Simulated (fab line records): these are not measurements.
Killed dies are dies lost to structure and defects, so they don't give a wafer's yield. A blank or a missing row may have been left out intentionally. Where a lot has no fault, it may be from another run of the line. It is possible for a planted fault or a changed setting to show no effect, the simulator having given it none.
fab line records	flow n5Finfet
record: lots: 6	wafers: 18	lastDay: 16
route steps=1938 shown BEOL_M1@758 BEOL_M4@1111 PASSIVATION@1936
lots with no fault: from the same line, run without faults
startH: the number of hours between the record's first day and the start of the first shown wafer of the lot	waitH: how many hours have passed since the lot's step before this one	" as in the row above	L1.1+2: a row that stands for several wafers	- no value, or no start given	* or withheld: withheld	< > ~ a bound
route shown NAME@n: names a module that has steps shown in the file, with the first one's number in the route	usual: the fault-free wafers' mean and standard deviation	same: alike in all rows	chamber/n: place in a boat	sites: the reading at each site	_std_site: the standard deviation of these	_edge_site: outer sites' mean less inner sites'	radiusMm: how far each site lies from the wafer's centre	mask NAME#n: copy n	behind: the most recent tool/chamber to have shaped the wafer	hold: the reason the lot was held/the length of the hold in hours/how it ended	device: transistor that didn't switch, given as n, p or np	end of line: tests run on the same wafers once the route is complete	for a step that has no rows: nothing shown but its recipe	killed: dies that structure and defects cost at the first sort, which is not the same as the wafer's yield	map: the dies of a wafer, with x for killed, . for not killed, _ for no die there
set.NAME: the setting that was run; set.NAME@STEP: the one run at that earlier step	model.NAME: the simulator's own value behind a step, which no gauge read
a table for each step, a row for each wafer; lots at some steps of the route
services: when a tool's chamber went out of use (startH, in hours from the record's first day, below 0 if earlier), for how many hours, and the reason
== steps ==
step: N5_BEOL_M1_COAT_05
recipe: resist: CAR-EUV	spinRpm: 1500	resistThkNm: 30
step: N5_BEOL_M1_EBR_07
recipe: solvent: PGMEA	ebrWidthMm: 1.5
step: N5_BEOL_M1_SOFTBAKE_06
recipe: tempC: 110	timeS: 60	resist: CAR-EUV
step: N5_BEOL_M1_EXPOSE_08
recipe: maskId: M1	na: 0.33	sourceShape: dipole	sigmaInner: 0.369	sigmaOuter: 0.767	polarization: unpolarized	doseMj: 33
step: N5_BEOL_M1_PEB_09
recipe: pebTempC: 100	pebTimeS: 60	resist: CAR-EUV
step: N5_BEOL_M1_DEVELOP_10
recipe: developTimeS: 30	developer: TMAH	resist: CAR-EUV	rinseLiquid: surfactantRinse	dry: airSpin	devTempC: 23
step: N5_BEOL_M1_CD_MEAS_11
recipe: targetCdNm: 17.05	landingEnergyEv: 500	detector: seInlens	polarity: opening
usual: cdNm: 17.02/0.22
lot.wafer	tool	chamber	startH	waitH	cdNm
L536.1	cdSem-01	0	127.19	-	17.31
L536.4	"	0	"	"	17.42
L536.5	"	0	"	"	17.05
L539.1	cdSem-03	0	144.71	-	17.27
L539.5	"	0	"	"	16.97
L539.6	"	0	"	"	17.14
L540.3	cdSem-03	0	160.49	-	17.30
L540.4	"	0	"	"	17.36
L540.6	"	0	"	"	17.41
L542.1	cdSem-02	0	164.35	-	17.15
L542.2	"	0	"	"	16.82
L542.5	"	0	"	"	16.64
L544.1	cdSem-03	0	179.06	-	16.99
L544.3	"	0	"	"	17.32
L544.6	"	0	"	"	17.06
L551.1	cdSem-03	0	216.99	-	17.07
L551.5	"	0	"	"	17.10
L551.6	"	0	"	"	17.28
step: N5_BEOL_M1_OVL_MEAS_12
recipe: pointsPerWafer: 522
usual: M1_OVL: 0.2/0.76
same: pointsPerWafer: 522
lot.wafer	tool	chamber	startH	waitH	M1_OVL[nm]
L536.1	overlay-01	0	127.23	0.0	-1.0
L536.4	"	0	"	"	0.2
L536.5	"	0	"	"	-0.7
L539.1	overlay-01	0	144.74	0.0	0.5
L539.5	"	0	"	"	-0.1
L539.6	"	0	"	"	-0.2
L540.3	overlay-02	0	160.53	0.0	1.1
L540.4	"	0	"	"	0.9
L540.6	"	0	"	"	2.4
L542.1	overlay-01	0	164.38	0.0	-1.2
L542.2	"	0	"	"	0.0
L542.5	"	0	"	"	-0.6
L544.1	overlay-02	0	179.09	0.0	1.3
L544.3	"	0	"	"	1.0
L544.6	"	0	"	"	0.2
L551.1	overlay-01	0	217.02	0.0	-1.7
L551.5	"	0	"	"	0.0
L551.6	"	0	"	"	0.4
step: N5_BEOL_M1_INSPECT_13
recipe: mode: adi	inspectInstrument: brightfield
usual: rawDefectCount: 407/85
lot.wafer	tool	chamber	startH	waitH	rawDefectCount
L536.1	defectInspect-02	-	127.28	0.1	280
L536.4	"	-	"	"	402
L536.5	"	-	"	"	376
L539.1	defectInspect-01	-	144.80	0.1	641
L539.5	"	-	"	"	453
L539.6	"	-	"	"	516
L540.3	defectInspect-02	-	160.58	0.0	408
L540.4	"	-	"	"	527
L540.6	"	-	"	"	376
L542.1	defectInspect-01	-	164.44	0.1	439
L542.2	"	-	"	"	425
L542.5	"	-	"	"	359
L544.1	defectInspect-01	-	179.15	0.1	328
L544.3	"	-	"	"	375
L544.6	"	-	"	"	310
L551.1	defectInspect-01	-	217.08	0.1	482
L551.5	"	-	"	"	574
L551.6	"	-	"	"	411
step: N5_BEOL_M1_DESCUM_16
recipe: chemistry: O2	timeS: 7	sourcePowerW: 50	biasPowerW: 20	pressureMtorr: 20	rfFrequencyHz: 2.712e+07	tempC: 40	resist: CAR-EUV	o2FlowSccm: 225
usual: drypumpMotorCurrentA: 5.4/0.49	o2FlowSccm: 225.0/0.68	oesProductAu: 0.74/0.051	rfVppV: 242.5/1.5	showerheadPlenumPTorr: 2.05/0.078	throttleValvePct: 20.39/0.16
lot.wafer	tool	chamber	startH	waitH	drypumpMotorCurrentA	o2FlowSccm	oesProductAu	rfHoursCounterH	rfVppV	showerheadPlenumPTorr	throttleValvePct
L536.1	rieDiel-06	3	127.32	0.0	5.6	225.5	0.69	212	240.8	1.99	20.34
L536.4	"	0	"	"	5.6	225.2	0.74	144	243.8	2.09	20.66
L536.5	"	2	"	"	5.0	225.1	0.76	-	242.0	2.00	20.30
L539.1	rieDiel-01	2	145.14	0.3	6.3	225.0	0.74	147	243.7	2.10	20.29
L539.5	"	1	"	"	4.7	224.2	0.71	-	244.6	2.17	20.60
L539.6	"	0	"	"	5.4	225.0	0.81	-	241.9	1.94	20.21
L540.3	rieDiel-01	0	160.67	0.1	5.4	225.2	0.79	102	240.2	1.94	20.19
L540.4	"	2	"	"	6.3	225.2	0.74	152	242.8	2.10	20.30
L540.6	"	3	"	"	5.7	225.8	0.70	-	242.3	2.06	20.44
L542.1	rieDiel-01	2	164.48	0.0	6.3	224.4	0.73	153	242.8	2.10	20.29
L542.2	"	1	"	"	4.7	224.2	0.72	185	245.0	2.16	20.61
L542.5	"	1	"	"	4.7	223.8	0.71	-	244.7	2.16	20.62
L544.1	rieDiel-06	1	179.22	0.1	4.9	225.9	0.76	143	242.1	2.01	20.45
L544.3	"	0	"	"	5.5	225.6	0.72	156	242.7	2.08	20.68
L544.6	"	3	"	"	5.5	225.3	0.67	-	240.4	1.98	20.37
L551.1	rieDiel-02	0	217.48	0.4	5.3	225.0	0.87	58	244.9	2.22	20.15
L551.5	"	3	"	"	5.9	225.8	0.77	-	245.0	2.10	20.38
L551.6	"	2	"	"	5.1	224.9	0.74	-	241.9	1.99	20.30
step: N5_BEOL_M1_ETCH_74
recipe: chemistry: N2/H2	target: underlayer	targetDepthA: 65	maskMaterial: CAR-EUV	timeS: 5.2	ionEnergyEv: 200	pressureMtorr: 30	sourceW: 840	biasW: 150	n2FlowSccm: 200	h2FlowSccm: 200	ends: cleared
usual: drypumpMotorCurrentA: 5.4/0.49	etchRfOnTimeS: 5.19/0.08	oesProductAu: 0.63/0.042	rfFwdPowerW: 819.7/2.7	rfVppV: 522.3/2.9	showerheadPlenumPTorr: 2.49/0.093	throttleValvePct: 17.86/0.2
lot.wafer	tool	chamber	startH	waitH	drypumpMotorCurrentA	etchRfOnTimeS	oesProductAu	rfFwdPowerW	rfHoursCounterH	rfVppV	showerheadPlenumPTorr	throttleValvePct
L536.1	rieDiel-06	3	127.35	0.0	5.6	5.23	0.59	824.5	212	520.2	2.41	17.87
L536.4	"	0	"	"	5.5	5.33	0.62	814.8	144	526.3	2.55	18.21
L536.5	"	2	"	"	5.0	5.26	0.66	818.8	-	522.6	2.45	17.79
L539.1	rieDiel-01	2	145.17	0.0	6.3	5.16	0.63	818.3	147	522.2	2.54	17.66
L539.5	"	1	"	"	4.7	5.15	0.60	818.8	-	526.3	2.63	18.05
L539.6	"	0	"	"	5.4	5.11	0.67	821.2	-	518.3	2.35	17.61
L540.3	rieDiel-01	0	160.71	0.0	5.4	5.09	0.68	817.7	102	519.2	2.35	17.62
L540.4	"	2	"	"	6.3	5.14	0.63	820.1	152	524.2	2.54	17.67
L540.6	"	3	"	"	5.8	5.15	0.60	817.4	-	522.3	2.52	18.03
L542.1	rieDiel-01	2	164.51	0.0	6.3	5.21	0.61	817.9	153	524.6	2.54	17.68
L542.2	"	1	"	"	4.7	5.24	0.61	819.2	185	525.5	2.63	18.04
L542.5	"	1	"	"	4.7	5.24	0.61	820.9	-	525.0	2.63	18.06
L544.1	rieDiel-06	1	179.25	0.0	5.0	5.17	0.66	816.7	143	521.9	2.44	17.83
L544.3	"	0	"	"	5.5	5.39	0.63	819.8	156	522.5	2.54	18.25
L544.6	"	3	"	"	5.6	5.27	0.57	821.5	-	521.3	2.41	17.90
L551.1	rieDiel-02	0	217.51	0.0	5.2	5.17	0.73	829.1	58	529.0	2.69	17.59
L551.5	"	3	"	"	5.8	5.11	0.66	819.5	-	526.3	2.54	17.80
L551.6	"	2	"	"	5.1	5.21	0.64	821.0	-	519.7	2.43	17.83
step: N5_BEOL_M1_ETCH_63
recipe: chemistry: CF4	target: SiARC	targetDepthA: 156	maskMaterial: CAR-EUV	timeS: 26	ionEnergyEv: 80	pressureMtorr: 40	sourceW: 545	biasW: 36	Ar_flow_sccm: 100	cf4FlowSccm: 100	ends: cleared
usual: drypumpMotorCurrentA: 5.4/0.5	etchRfOnTimeS: 26.1/0.41	oesProductAu: 0.64/0.044	rfFwdPowerW: 532.0/2.1	rfVppV: 183.7/1.2	showerheadPlenumPTorr: 2.10/0.075	throttleValvePct: 15.61/0.19
lot.wafer	tool	chamber	startH	waitH	drypumpMotorCurrentA	etchRfOnTimeS	oesProductAu	rfFwdPowerW	rfHoursCounterH	rfVppV	showerheadPlenumPTorr	throttleValvePct
L536.1	rieDiel-06	3	127.37	0.0	5.6	26.1	0.59	531.8	212	182.1	2.03	15.55
L536.4	"	0	"	"	5.6	26.8	0.62	530.4	144	185.2	2.15	15.87
L536.5	"	2	"	"	5.0	25.9	0.66	531.6	-	182.5	2.07	15.61
L539.1	rieDiel-01	2	145.19	0.0	6.3	26.3	0.63	531.6	147	184.9	2.14	15.45
L539.5	"	1	"	"	4.7	25.7	0.62	531.1	-	185.7	2.22	15.84
L539.6	"	0	"	"	5.4	25.3	0.69	532.2	-	181.6	2.00	15.38
L540.3	rieDiel-01	0	160.72	0.0	5.4	25.5	0.69	534.2	102	182.3	2.00	15.40
L540.4	"	2	"	"	6.3	26.1	0.63	530.6	152	184.9	2.13	15.44
L540.6	"	3	"	"	5.7	25.7	0.60	535.0	-	182.2	2.13	15.75
L542.1	rieDiel-01	2	164.53	0.0	6.3	25.9	0.63	533.7	153	184.6	2.13	15.45
L542.2	"	1	"	"	4.7	26.0	0.61	528.0	185	184.9	2.22	15.88
L542.5	"	1	"	"	4.7	25.7	0.61	530.5	-	185.0	2.22	15.87
L544.1	rieDiel-06	1	179.27	0.0	4.9	25.8	0.66	531.1	143	184.5	2.07	15.65
L544.3	"	0	"	"	5.5	26.8	0.62	530.1	156	183.8	2.14	15.91
L544.6	"	3	"	"	5.6	26.6	0.57	532.3	-	183.9	2.03	15.59
L551.1	rieDiel-02	0	217.53	0.0	5.2	25.8	0.73	527.5	58	186.3	2.26	15.26
L551.5	"	3	"	"	5.8	25.8	0.67	535.8	-	183.5	2.15	15.59
L551.6	"	2	"	"	5.1	26.0	0.63	532.7	-	182.9	2.05	15.58
step: N5_BEOL_M1_ETCH_64
recipe: chemistry: N2/H2	target: SOC	targetDepthA: 750	overetchA: 150	maskMaterial: SiARC	tempC: 40	timeS: 112.5	ionEnergyEv: 200	pressureMtorr: 30	sourceW: 840	biasW: 150	n2FlowSccm: 200	h2FlowSccm: 200
usual: drypumpMotorCurrentA: 5.4/0.49	oesProductAu: 0.59/0.037	rfFwdPowerW: 836.6/2.7	rfVppV: 522.5/2.8	showerheadPlenumPTorr: 2.49/0.093	throttleValvePct: 17.82/0.2
lot.wafer	tool	chamber	startH	waitH	drypumpMotorCurrentA	oesProductAu	rfFwdPowerW	rfHoursCounterH	rfVppV	showerheadPlenumPTorr	throttleValvePct	model.SiARC_of_BEOL_M1_COAT_62.thkNm	model.BEOL_M1.cdOffsetNm
L536.1	rieDiel-06	3	127.40	0.0	5.6	0.55	835.7	212	520.9	2.41	17.85	6.8	-0.2
L536.4	"	0	"	"	5.5	0.59	838.7	144	525.1	2.55	18.20	7	-0.2
L536.5	"	2	"	"	5.0	0.60	839.9	-	522.5	2.44	17.74	6.8	-0.2
L539.1	rieDiel-01	2	145.22	0.0	6.3	0.58	835.0	147	524.2	2.54	17.64	7	0
L539.5	"	1	"	"	4.7	0.57	836.6	-	525.5	2.63	18.00	6.8	0
L539.6	"	0	"	"	5.4	0.63	834.2	-	518.1	2.36	17.55	6.8	0
L540.3	rieDiel-01	0	160.75	0.0	5.4	0.62	635.5	102	568.2	2.35	17.57	7.4	-0.6
L540.4	"	2	"	"	6.3	0.58	636.6	152	574.0	2.54	17.64	7.6	-0.4
L540.6	"	3	"	"	5.8	0.55	636.5	-	574.3	2.52	18.02	7.6	-0.4
L542.1	rieDiel-01	2	164.56	0.0	6.3	0.58	637.4	153	570.8	2.53	17.64	7.6	-0.6
L542.2	"	1	"	"	4.7	0.56	638.8	185	575.1	2.63	18.01	7.6	-0.6
L542.5	"	1	"	"	4.7	0.57	633.2	-	576.3	2.63	18.00	7.6	-0.8
L544.1	rieDiel-06	1	179.30	0.0	5.0	0.61	837.1	143	521.9	2.44	17.77	7	-0.2
L544.3	"	0	"	"	5.6	0.58	831.7	156	523.6	2.54	18.22	7	-0.4
L544.6	"	3	"	"	5.6	0.54	839.8	-	521.5	2.41	17.86	7	-0.2
L551.1	rieDiel-02	0	217.56	0.0	5.3	0.67	835.3	58	527.8	2.69	17.55	6.8	0
L551.5	"	3	"	"	5.9	0.61	839.8	-	524.1	2.54	17.74	6.8	0.2
L551.6	"	2	"	"	5.1	0.58	834.6	-	518.8	2.43	17.79	6.8	0
step: N5_BEOL_M1_STRIP_65
recipe: chemistry: N2/H2	tempC: 40	n2FlowSccm: 200	h2FlowSccm: 200	rfFrequencyHz: 6e+07
step: N5_BEOL_M1_STRIP_75
recipe: chemistry: N2/H2	tempC: 40	n2FlowSccm: 200	h2FlowSccm: 200	rfFrequencyHz: 6e+07
step: N5_BEOL_M1_STRIP_66
recipe: chemistry: CF4	resist: SiARC	powerW: 300	biasPowerW: 75	pressureMtorr: 50	cf4FlowSccm: 150	rfFrequencyHz: 6e+07
usual: drypumpMotorCurrentA: 5.4/0.5	oesProductAu: 0.74/0.046	rfVppV: 270.3/1.5	showerheadPlenumPTorr: 1.76/0.062	throttleValvePct: 13.60/0.18
lot.wafer	tool	chamber	startH	waitH	drypumpMotorCurrentA	oesProductAu	rfHoursCounterH	rfVppV	showerheadPlenumPTorr	throttleValvePct
L536.1	rieDiel-06	3	127.52	0.0	5.6	0.69	212	268.1	1.70	13.54
L536.4	"	0	"	"	5.5	0.74	144	271.8	1.80	13.84
L536.5	"	2	"	"	5.0	0.75	-	269.7	1.74	13.56
L539.1	rieDiel-01	2	145.35	0.0	6.3	0.73	147	272.2	1.79	13.46
L539.5	"	1	"	"	4.7	0.71	-	271.7	1.85	13.80
L539.6	"	0	"	"	5.4	0.79	-	269.8	1.67	13.35
L540.3	rieDiel-01	0	160.88	0.0	5.4	0.79	102	267.9	1.67	13.36
L540.4	"	2	"	"	6.3	0.73	152	271.9	1.79	13.47
L540.6	"	3	"	"	5.7	0.69	-	272.2	1.78	13.73
L542.1	rieDiel-01	2	164.68	0.0	6.3	0.72	153	272.4	1.79	13.46
L542.2	"	1	"	"	4.7	0.70	185	271.6	1.85	13.82
L542.5	"	1	"	"	4.7	0.71	-	273.0	1.85	13.82
L544.1	rieDiel-06	1	179.43	0.0	4.9	0.76	143	269.9	1.73	13.66
L544.3	"	0	"	"	5.5	0.72	156	270.5	1.79	13.86
L544.6	"	3	"	"	5.6	0.67	-	268.4	1.70	13.59
L551.1	rieDiel-02	0	217.68	0.0	5.2	0.83	58	272.8	1.89	13.24
L551.5	"	3	"	"	5.8	0.75	-	272.4	1.80	13.61
L551.6	"	2	"	"	5.1	0.73	-	268.2	1.73	13.59
step: N5_BEOL_M1_HM_OPEN_17
recipe: chemistry: Cl2/BCl3	targetDepthA: 200	overetchA: 60	target: TiN	maskMaterial: SOC	ionEnergyEv: 150	pressureMtorr: 10	icpW: 1000	biasW: 126	Cl2_flow_sccm: 53.25	bcl3FlowSccm: 21.75	Ar_flow_sccm: 25
usual: bcl3FlowSccm: 21.75/0.067	drypumpMotorCurrentA: 5.6/0.43	oesProductAu: 0.67/0.087	throttleValvePct: 22.27/0.24
lot.wafer	tool	chamber	startH	waitH	bcl3FlowSccm	drypumpMotorCurrentA	oesProductAu	rfHoursCounterH	throttleValvePct	model.BEOL_M1.cdOffsetNm
L536.1	rieMetal-01	1	127.57	0.0	21.79	5.8	0.60	75	22.36	-0.2
L536.4	"	0	"	"	21.77	5.2	0.50	-	22.70	0
L536.5	"	0	"	"	21.69	5.2	0.49	-	22.72	-0.2
L539.1	rieMetal-01	1	145.39	0.0	21.68	5.7	0.59	77	22.39	0
L539.5	"	1	"	"	21.76	5.8	0.59	-	22.38	0
L539.6	"	1	"	"	21.70	5.7	0.60	-	22.37	0
L540.3	rieMetal-01	1	160.95	0.1	21.70	5.7	0.59	-	22.39	-0.6
L540.4	"	0	"	"	21.82	5.2	0.84	-	22.44	-0.4
L540.6	"	0	"	"	21.79	5.2	0.84	-	22.44	-0.4
L542.1	rieMetal-01	0	164.72	0.0	21.77	5.2	0.84	0	22.43	-0.4
L542.2	"	1	"	"	21.82	5.8	0.59	79	22.36	-0.6
L542.5	"	1	"	"	21.73	5.7	0.59	-	22.38	-0.8
L544.1	rieMetal-01	1	179.47	0.0	21.72	5.7	0.58	81	22.38	0
L544.3	"	1	"	"	21.72	5.7	0.60	-	22.36	-0.2
L544.6	"	1	"	"	21.77	5.7	0.59	-	22.39	0
L551.1	rieMetal-02	1	217.73	0.0	21.73	6.3	0.70	25	21.95	0
L551.5	"	1	"	"	21.56	6.3	0.69	-	21.98	0.2
L551.6	"	0	"	"	21.61	5.2	0.72	-	21.97	0
step: N5_BEOL_M1_STRIP_19
recipe: chemistry: O2	powerW: 400	tempC: 40	pressureMtorr: 30	rfFrequencyHz: 6e+07	biasPowerW: 0	overashFraction: 0.2	o2FlowSccm: 225
usual: drypumpMotorCurrentA: 5.5/0.51	o2FlowSccm: 224.9/0.66	oesProductAu: 0.76/0.052	rfVppV: 3.7/0.46	showerheadPlenumPTorr: 2.06/0.083	throttleValvePct: 16.62/0.17
lot.wafer	tool	chamber	startH	waitH	drypumpMotorCurrentA	o2FlowSccm	oesProductAu	rfHoursCounterH	rfVppV	showerheadPlenumPTorr	throttleValvePct
L536.1	rieDiel-02	0	127.77	0.2	5.3	224.8	0.90	31	3.7	2.23	16.30
L536.4	"	1	"	"	6.3	224.1	0.79	-	4.6	2.02	16.48
L536.5	"	2	"	"	5.0	224.5	0.76	-	3.8	2.00	16.53
L539.1	rieDiel-01	2	145.60	0.2	6.3	225.1	0.74	147	2.9	2.10	16.57
L539.5	"	2	"	"	6.3	225.5	0.73	-	3.6	2.10	16.55
L539.6	"	3	"	"	5.8	225.6	0.71	-	3.6	2.07	16.71
L540.3	rieDiel-02	3	161.14	0.2	5.9	225.2	0.77	133	3.0	2.11	16.60
L540.4	"	0	"	"	5.3	224.0	0.88	41	3.9	2.23	16.34
L540.6	"	3	"	"	5.9	225.4	0.78	-	3.7	2.11	16.61
L542.1	rieDiel-02	2	164.83	0.1	5.1	224.7	0.76	155	3.6	2.00	16.54
L542.2	"	3	"	"	5.9	224.9	0.78	135	4.1	2.11	16.62
L542.5	"	1	"	"	6.3	223.8	0.78	-	3.6	2.01	16.49
L544.1	rieDiel-02	2	179.67	0.2	5.1	224.3	0.76	159	3.7	2.00	16.55
L544.3	"	3	"	"	5.9	225.8	0.78	139	4.2	2.10	16.62
L544.6	"	1	"	"	6.3	225.0	0.78	-	3.0	2.01	16.48
L551.1	rieDiel-06	0	217.84	0.1	5.5	224.5	0.72	169	3.3	2.08	16.95
L551.5	"	0	"	"	5.5	225.5	0.72	-	3.3	2.08	16.93
L551.6	"	1	"	"	5.0	224.5	0.75	-	3.3	2.01	16.73
step: N5_BEOL_M4_RC_MEAS_101
usual: DIBL_N: 36.5/1.4	DIBL_P: 36.9/1.7	IOFF_N: 0.163/0.023	IOFF_P: 0.22/0.032	ION_N: 673/9	ION_P: 462/7.5	SS_N: 71.6/0.54	SS_P: 73.4/0.62	VT_N: 249.8/2.8	VT_P: -250/3.5
lot.wafer	tool	chamber	startH	waitH	DIBL_N[mV/V]	DIBL_P[mV/V]	IOFF_N[nA/um]	IOFF_P[nA/um]	ION_N[uA/um]	ION_P[uA/um]	SS_N[mV/dec]	SS_P[mV/dec]	VT_N[mV]	VT_P[mV]
L536.1	prober-01	0	167.14	0.0	36.8	38.2	0.177	0.25	682	471	71.9	74.2	249.3	-248
L536.4	"	0	"	"	36.7	37.7	0.171	0.24	671	459	72.5	72.9	248.2	-248
L536.5	"	0	"	"	36.8	37.4	0.170	0.23	666	459	71.6	73.5	250.0	-249
L539.1	prober-01	0	188.00	0.0	36.7	35.4	0.156	0.24	675	472	72.0	73.0	249.7	-245
L539.5	"	0	"	"	35.1	34.0	0.132	0.23	671	469	71.3	72.5	254.2	-244
L539.6	"	0	"	"	37.3	36.6	0.178	0.28	685	480	71.7	73.7	246.4	-240
L542.1	prober-01	0	210.67	0.0	38.9	38.9	0.203	0.24	691	460	72.4	74.7	245.2	-249
L542.2	"	0	"	"	34.2	33.7	0.127	0.16	656	451	71.7	72.0	254.4	-255
L542.5	"	0	"	"	35.4	35.7	0.148	0.18	670	460	71.7	72.7	247.3	-256
L540.3	prober-02	0	210.84	0.3	38.4	39.6	0.184	0.24	685	471	71.8	74.1	247.9	-248
L540.4	"	0	"	"	38.0	38.6	0.175	0.23	663	456	72.2	73.2	250.1	-251
L540.6	"	0	"	"	37.1	38.3	0.159	0.21	682	467	71.9	73.0	247.3	-252
L544.1	prober-02	0	215.92	0.0	36.6	39.1	0.176	0.22	669	454	71.5	73.7	249.1	-252
L544.3	"	0	"	"	34.6	35.8	0.136	0.16	664	455	70.8	73.2	254.3	-255
L544.6	"	0	"	"	34.4	36.0	0.128	0.16	662	450	71.2	72.7	254.2	-259
L551.1	prober-02	0	272.75	0.0	37.6	38.5	0.189	0.23	686	463	72.4	73.5	245.7	-251
L551.5	"	0	"	"	35.5	35.7	0.147	0.20	657	456	71.5	72.8	249.1	-250
L551.6	"	0	"	"	38.1	37.6	0.191	0.23	664	456	72.3	73.9	246.6	-250
step: N5_PASSIVATION_PROBE_49
usual: defectLimitedYield: 91.2/1.4	killed_at_M0_to_M3: 35/11	killed_at_M4_up: 12/4.2	killedAtContacts: 13/5.6	killedAtFrontEnd: 40/12	killedAtOther: 3.3/2.6	killedDies: 103/17	killedOpen: 68/12	killedShort: 34/7.6	sort_bin_5_function: 5.1/0.95	sort_bin_6_memory: 3.3/0.68	sortNPass: 1077/17	sortYieldPct: 91.2/1.4
same: grossDies: 1180	killedAtBackSide: 0	sort_bin_4_leakage[%]: 0	sort_bin_8_speed[%]: 0
lot.wafer	tool	chamber	startH	waitH	defectLimitedYield[%]	killed_at_M0_to_M3	killed_at_M4_up	killedAtContacts	killedAtFrontEnd	killedAtOther	killedDies	killedOpen	killedShort	sort_bin_5_function[%]	sort_bin_6_memory[%]	sortNPass	sortYieldPct[%]
L536.1	prober-01	-	273.58	0.0	92.1	42	23	7	20	1	93	67	26	4.2	3.4	1087	92.1
L536.4	prober-01	-	273.73	0.2	94.2	27	9	11	21	1	69	48	20	3.5	2.0	1111	94.2
L536.5	prober-01	-	273.78	0.2	92.5	27	9	13	37	2	88	61	26	3.8	3.2	1092	92.5
L540.3	prober-02	-	318.83	0.1	90.4	41	11	14	47	0	113	74	36	4.8	4.0	1067	90.4
L540.4	prober-02	-	318.88	0.2	91.8	32	5	12	41	7	97	61	36	4.7	3.0	1083	91.8
L540.6	prober-02	-	318.98	0.3	92.3	25	16	21	24	5	91	60	29	4.4	3.0	1089	92.3
killed by level:class
L536.1 BEOL_M4:geometricParticle:open=18 BEOL_M1:geometricParticle:open=14 STI_FIN_REVEAL:geometricParticle:open=8 BEOL_M0_SAQP:geometricParticle:open=7 BEOL_M0_SAQP:geometricParticle:short=6 BEOL_M3:geometricParticle:open=6 MOL_CONTACT_COAG:geometricParticle:open=5 STI_FIN_REVEAL:geometricParticle:short=3
L536.4 MOL_CONTACT_COAG:geometricParticle:open=9 BEOL_M0_SAQP:geometricParticle:open=6 BEOL_M0_SAQP:geometricParticle:short=6 STI_FIN_REVEAL:geometricParticle:open=5 BEOL_M1:geometricParticle:open=5 BEOL_M2:geometricParticle:open=5 BEOL_M4:geometricParticle:open=5 STI_FIN_REVEAL:geometricParticle:short=3
L536.5 STI_FIN_REVEAL:geometricParticle:open=16 MOL_CONTACT_COAG:geometricParticle:open=10 BEOL_M0_SAQP:geometricParticle:open=9 STI_FIN_REVEAL:geometricParticle:short=6 BEOL_M2:geometricParticle:open=5 BEOL_M1:geometricParticle:open=4 DUMMY_GATE:geometricParticle:short=3 GATE_CUT:geometricParticle:open=3
L540.3 MOL_CONTACT_COAG:geometricParticle:open=12 BEOL_M1:geometricParticle:open=10 FIN_SAQP:geometricParticle:short=9 FIN_SAQP:geometricParticle:open=8 STI_FIN_REVEAL:geometricParticle:open=7 BEOL_M3:geometricParticle:open=7 DUMMY_GATE:geometricParticle:open=5 BEOL_M0:geometricParticle:open=5
L540.4 FIN_SAQP:geometricParticle:open=13 MOL_CONTACT_COAG:geometricParticle:open=11 FIN_SAQP:geometricParticle:short=10 BEOL_M0_SAQP:geometricParticle:short=9 BEOL_M1:geometricParticle:open=8 STI_FIN_REVEAL:geometricParticle:open=4 MIM_TOP_ETCH:geometricParticle:open=4 DUMMY_GATE:geometricParticle:open=3
L540.6 MOL_CONTACT_COAG:geometricParticle:open=15 BEOL_M1:geometricParticle:open=11 BEOL_M4:geometricParticle:open=10 MOL_CONTACT_COAG:geometricParticle:short=6 FIN_SAQP:geometricParticle:short=4 BEOL_M0_SAQP:geometricParticle:open=4 BEOL_M0_SAQP:geometricParticle:short=4 BEOL_M1:geometricParticle:short=4
== services ==
tool	chamber	startH	hours	kind
rieDiel-02	0	104.59	9.6	repair
rieDiel-02	3	125.78	8.9	repair
rieMetal-01	0	133.73	-	clean
rieMetal-01	0	133.73	22.1	scheduledDown
rieMetal-01	0	133.73	22.1	ventCycle
rieDiel-06	0	161.86	8.2	repair
rieMetal-01	0	170.61	11.9	repair
rieMetal-02	1	187.87	1.7	repair
== key ==
firstSign: step: N5_BEOL_M1_ETCH_64	reading: rfFwdPowerW	direction: down	sigmas: 75	usual: *	struck: *
effect: step: N5_BEOL_M1_ETCH_64	reading: rfVppV	direction: up	sigmas: 18	usual: 522.5	struck: 573.1
modelEffect: step: N5_BEOL_M1_ETCH_64	value: SiARC_of_BEOL_M1_COAT_62.thkNm	without: 6.767	struck: 7.567
modelEffect: step: N5_BEOL_M1_HM_OPEN_17	value: BEOL_M1.cdOffsetNm	without: 0.06667	struck: -0.5333
metAt N5_BEOL_M1_ETCH_64
struckWafers L540.3,L540.4,L540.6,L542.1,L542.2,L542.5
onsetBetween 145.22 160.75
fault: kind: processParameterDrift	tool: rieDiel-01	chamber: -	onsetH: 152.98	steps: N5_BEOL_M1_ETCH_64	channel: sourceW	offset: -201.6	shape: step	endH: 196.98	actsIn: theseRecipesOnly	stated: 840
